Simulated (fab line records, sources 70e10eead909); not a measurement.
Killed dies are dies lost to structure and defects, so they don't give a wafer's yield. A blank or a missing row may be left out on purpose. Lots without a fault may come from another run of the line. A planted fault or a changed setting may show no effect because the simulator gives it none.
Which tool did it? | flow nand_harc | 12 lots, 36 wafers sampled, at 5 steps of a route of 1159

WHAT THE GAUGES READ, wafer by wafer
NHARC_END_SORT_01.
lot  | measured     | on        | defect_limited_yield (%) | killed_at_array | killed_at_other | killed_at_periphery | killed_dies | killed_open | killed_short | sort_bin_2_pct (%) | sort_bin_3_pct (%) | sort_bin_4_pct (%) | sort_n_pass | sort_rim_yield_pct (%) | sort_yield_pct (%)
L502 | day 19 18:46 | prober-02 | 96.2 94.2 93.5           | 21 36 38        | 0 0 0           | 5 3 6               | 26 39 44    | 0 3 6       | 3 3 2        | 0.9 1.5 2.4        | 0.74 0.30 0        | 2.2 4.0 4.1        | 651 638 633 | 95.3 94.3 91.5         | 96.2 94.2 93.5
L511 | day 21 18:22 | prober-02 | 96.8 96.9 97.9           | 19 19 11        | 0 0 0           | 3 2 3               | 22 21 14    | 4 8 1       | 2 3 3        | 1.3 0.6 1.0        | 0.15 0.15 0        | 1.8 2.4 1.0        | 655 656 663 | 97.2 93.4 93.4         | 96.8 96.9 97.9
L512 | day 21 18:23 | prober-01 | 93.6 93.8 94.8           | 39 36 34        | 1 0 0           | 3 6 1               | 43 42 35    | 1 6 3       | 2 3 2        | 1.3 1.9 1.5        | 0.59 0.30 0.30     | 4.4 4.0 3.4        | 634 635 642 | 96.2 95.3 99.1         | 93.6 93.8 94.8
L513 | day 22 14:36 | prober-02 | 92.0 91.4 90.8           | 50 55 56        | 1 1 0           | 3 2 6               | 54 58 62    | 7 4 3       | 1 1 1        | 3.7 2.8 1.9        | 0 0 0.44           | 4.3 5.8 6.8        | 623 619 615 | 95.3 93.4 92.5         | 92.0 91.4 90.8
L514 | day 22 03:00 | prober-01 | 94.1 93.4 93.9           | 36 38 36        | 0 0 0           | 4 7 5               | 40 45 41    | 6 2 6       | 4 4 0        | 1.8 1.6 1.5        | 0.15 0.74 0.15     | 4.0 4.3 4.4        | 637 632 636 | 96.2 96.2 95.3         | 94.1 93.4 93.9
L521 | day 23 19:14 | prober-01 | 84.6 97.6 96.2           | 15 15 20        | 0 0 1           | 89 1 5              | 104 16 26   | 1 2 3       | 1 2 2        | 5.9 0.7 1.9        | 3.55 0 0.15        | 5.9 1.6 1.8        | 573 661 651 | 95.3 95.3 95.3         | 84.6 97.6 96.2
L523 | day 25 12:18 | prober-01 | 82.4 95.3 95.0           | 29 26 30        | 4 4 2           | 86 2 2              | 119 32 34   | 4 6 5       | 1 1 1        | 7.4 1.6 1.2        | 3.84 0.15 0.15     | 6.4 3.0 3.7        | 558 645 643 | 87.7 91.5 93.4         | 82.4 95.3 95.0

WHICH TOOL RAN EACH LOT (tool, then ch and the chambers of the sampled wafers, then the start)
lot  | NHARC_P_M2_PRE_CLEAN_32         | NHARC_THIN_TSV_ETCH_44             | NHARC_THIN_TSV_DEP_47           | NHARC_THIN_TSV_CMP_21
L501 | pecvd-01 ch 1,2, day 6 10:33    | rie_diel-10 ch 0,3, day 18 13:16   | pecvd-02 ch 0,1, day 18 14:52   | cmp-01 ch 0,3, day 18 17:26
L502 | pecvd-04 ch 0,2, day 6 21:44    | rie_diel-10 ch 0,3, day 19 04:05   | pecvd-01 ch 0,1,2, day 19 05:38 | cmp-02 ch 1,2, day 19 08:07
L506 | pecvd-01 ch 1,2, day 7 09:58    | rie_diel-10 ch 2,3, day 19 07:59   | pecvd-04 ch 0,1,2, day 19 09:35 | cmp-04 ch 0,3, day 19 12:28
L508 | pecvd-03 ch 0,1,2, day 7 18:31  | rie_diel-06 ch 0,1, day 19 23:22   | pecvd-01 ch 0,1, day 20 01:05   | cmp-01 ch 0,1,2, day 20 03:41
L509 | pecvd-03 ch 0,1,2, day 8 07:31  | rie_diel-10 ch 0,1,3, day 20 13:50 | pecvd-01 ch 0,1,2, day 20 15:25 | cmp-04 ch 0,1,3, day 20 17:52
L510 | pecvd-03 ch 0,1,2, day 8 08:32  | rie_diel-06 ch 0,2,3, day 20 12:27 | pecvd-04 ch 0,1,2, day 20 13:55 | cmp-04 ch 1,3, day 20 16:23
L511 | pecvd-01 ch 0,1,2, day 8 23:13  | rie_diel-10 ch 1,2,3, day 21 03:54 | pecvd-04 ch 1,2, day 21 05:32   | cmp-02 ch 0,2,3, day 21 07:59
L512 | pecvd-04 ch 1,2, day 9 00:13    | rie_diel-13 ch 1,2, day 21 05:08   | pecvd-01 ch 1,2, day 21 06:46   | cmp-01 ch 0,1,3, day 21 09:19
L513 | pecvd-03 ch 1,2, day 9 13:16    | rie_diel-06 ch 0,1,2, day 21 22:22 | pecvd-02 ch 0,1, day 21 23:57   | cmp-04 ch 0,1,3, day 22 02:31
L514 | pecvd-03 ch 0,1,2, day 9 14:04  | rie_diel-13 ch 0,2,3, day 21 11:53 | pecvd-04 ch 0,2, day 21 13:44   | cmp-01 ch 1,2,3, day 21 16:12
L521 | pecvd-03 ch 0,1,2, day 10 23:13 | rie_diel-06 ch 2,3, day 23 03:34   | pecvd-02 ch 0,2, day 23 05:18   | cmp-02 ch 0,1,3, day 23 07:51
L523 | pecvd-03 ch 0,2, day 12 00:53   | rie_diel-13 ch 0,1, day 24 16:32   | pecvd-01 ch 0,2, day 24 18:09   | cmp-04 ch 1,2, day 24 20:41
- NHARC_P_M2_PRE_CLEAN_32: time 12 s.
- NHARC_THIN_TSV_ETCH_44: etches the open film in CF4/O2, target depth 1594.2 nm, time 797.1 s.
- NHARC_THIN_TSV_DEP_47: deposits SiO2, target thk 200 nm.
- NHARC_THIN_TSV_CMP_21: polishes, t overpolish 30 s, target thk 2000 nm.

WHAT THE TOOLS THEMSELVES READ (means of the sampled wafers that have a number; where no wafer has one, the mark that the record gives instead)
NHARC_P_M2_PRE_CLEAN_32.
lot  | tool     | heater_power_w (W) | susceptor_temp_C (C)
L501 | pecvd-01 | 596                | 370.00
L502 | pecvd-04 | 741                | 370.10
L506 | pecvd-01 | 642                | 369.80
L508 | pecvd-03 | 576                | 370.01
L509 | pecvd-03 | 538                | 369.95
L510 | pecvd-03 | 553                | 370.15
L511 | pecvd-01 | 629                | 369.93
L512 | pecvd-04 | 660                | 370.01
L513 | pecvd-03 | 566                | 369.86
L514 | pecvd-03 | 546                | 370.02
L521 | pecvd-03 | 575                | 369.93
L523 | pecvd-03 | 551                | 370.24

NHARC_THIN_TSV_ETCH_44.
lot  | tool        | drypump_motor_current_A (A) | oes_product_au (a.u.) | rf_vpp_V (V) | showerhead_plenum_p_Torr (Torr) | throttle_valve_pct (%)
L501 | rie_diel-10 | 6.2                         | 1.002                 | 796          | 1.86                            | 16.922
L502 | rie_diel-10 | 5.8                         | 1.011                 | 792          | 1.80                            | 16.910
L506 | rie_diel-10 | 5.6                         | 1.007                 | 795          | 1.85                            | 16.910
L508 | rie_diel-06 | 5.7                         | 0.996                 | 796          | 1.86                            | 16.923
L509 | rie_diel-10 | 5.7                         | 1.005                 | 792          | 1.81                            | 16.908
L510 | rie_diel-06 | 6.1                         | 0.995                 | 794          | 1.82                            | 16.920
L511 | rie_diel-10 | 5.4                         | 1.004                 | 793          | 1.80                            | 16.922
L512 | rie_diel-13 | 5.2                         | 0.999                 | 791          | 1.78                            | 16.900
L513 | rie_diel-06 | 5.8                         | 1.009                 | 797          | 1.89                            | 16.910
L514 | rie_diel-13 | 5.5                         | 1.000                 | 796          | 1.84                            | 16.919
L521 | rie_diel-06 | 6.3                         | 1.014                 | 795          | 1.85                            | 16.916
L523 | rie_diel-13 | 5.8                         | 0.991                 | 795          | 1.85                            | 16.919

NHARC_THIN_TSV_DEP_47.
lot  | tool     | flow_sccm (sccm) | throttle_valve_pct (%)
L501 | pecvd-02 | 2650             | 16.5
L502 | pecvd-01 | 2652             | 15.3
L506 | pecvd-04 | 2646             | 16.2
L508 | pecvd-01 | 2644             | 14.9
L509 | pecvd-01 | 2649             | 15.4
L510 | pecvd-04 | 2650             | 16.1
L511 | pecvd-04 | 2645             | 16.2
L512 | pecvd-01 | 2647             | 15.9
L513 | pecvd-02 | 2649             | 16.2
L514 | pecvd-04 | 2656             | 15.9
L521 | pecvd-02 | 2652             | 16.3
L523 | pecvd-01 | 2646             | 15.3

NHARC_THIN_TSV_CMP_21.
lot  | tool   | motor_current_A (A) | overpolish_run_s (s) | slurry_filter_dp_kPa (kPa)
L501 | cmp-01 | 12.4                | 29.990               | 13.49
L502 | cmp-02 | 12.4                | 29.990               | 13.46
L506 | cmp-04 | 12.4                | 29.995               | 13.53
L508 | cmp-01 | 12.1                | 29.992               | 13.52
L509 | cmp-04 | 10.8                | 30.002               | 13.50
L510 | cmp-04 | 10.8                | 29.998               | 13.55
L511 | cmp-02 | 12.0                | 30.000               | 13.52
L512 | cmp-01 | 12.5                | 29.999               | 13.46
L513 | cmp-04 | 10.8                | 30.000               | 13.32
L514 | cmp-01 | 11.3                | 29.997               | 13.46
L521 | cmp-02 | 11.4                | 30.004               | 13.36
L523 | cmp-04 | 11.1                | 30.004               | 13.50

THE ANSWER, worked out from the rows above alone
Rule: what is usual is taken from the lots themselves. Put in order of their means at a reading, lots are off if they are a third of the lots or fewer, leave a main group of 4 or more, and stand apart from it by a gap of 3 or more times the standard deviation of the main group's means; of several such gaps the widest counts. A main group whose means are all the same, to the digits that the tables above print for the reading, isn't used. A lot without any number at a reading at which 4 lots or more have one is off too. The other lots that the step has rows for count as sound. The gauges are gone through in route order, then the tools' own readings, and for those a lot's mean is taken as printed above. The first step at which some lot is off is used, and at that step the reading that is off furthest; a lot without a number counts as furthest.
Off: L521, L523, at NHARC_END_SORT_01 (killed_at_periphery). The main group: mean 3.9, standard deviation 0.95. Neither off nor sound, because the step has no rows for them: L501, L506, L508, L509, L510.
A tool fits if, at a process step before that reading, it ran every lot that is off, and no sound lot after the first of them. The gauges at NHARC_END_SORT_01 are tried like those tools. Can't be told from this: 2 tools fit, pecvd-03 at NHARC_P_M2_PRE_CLEAN_32, prober-01 at NHARC_END_SORT_01.

WHAT THE SIMULATOR HAD PUT IN
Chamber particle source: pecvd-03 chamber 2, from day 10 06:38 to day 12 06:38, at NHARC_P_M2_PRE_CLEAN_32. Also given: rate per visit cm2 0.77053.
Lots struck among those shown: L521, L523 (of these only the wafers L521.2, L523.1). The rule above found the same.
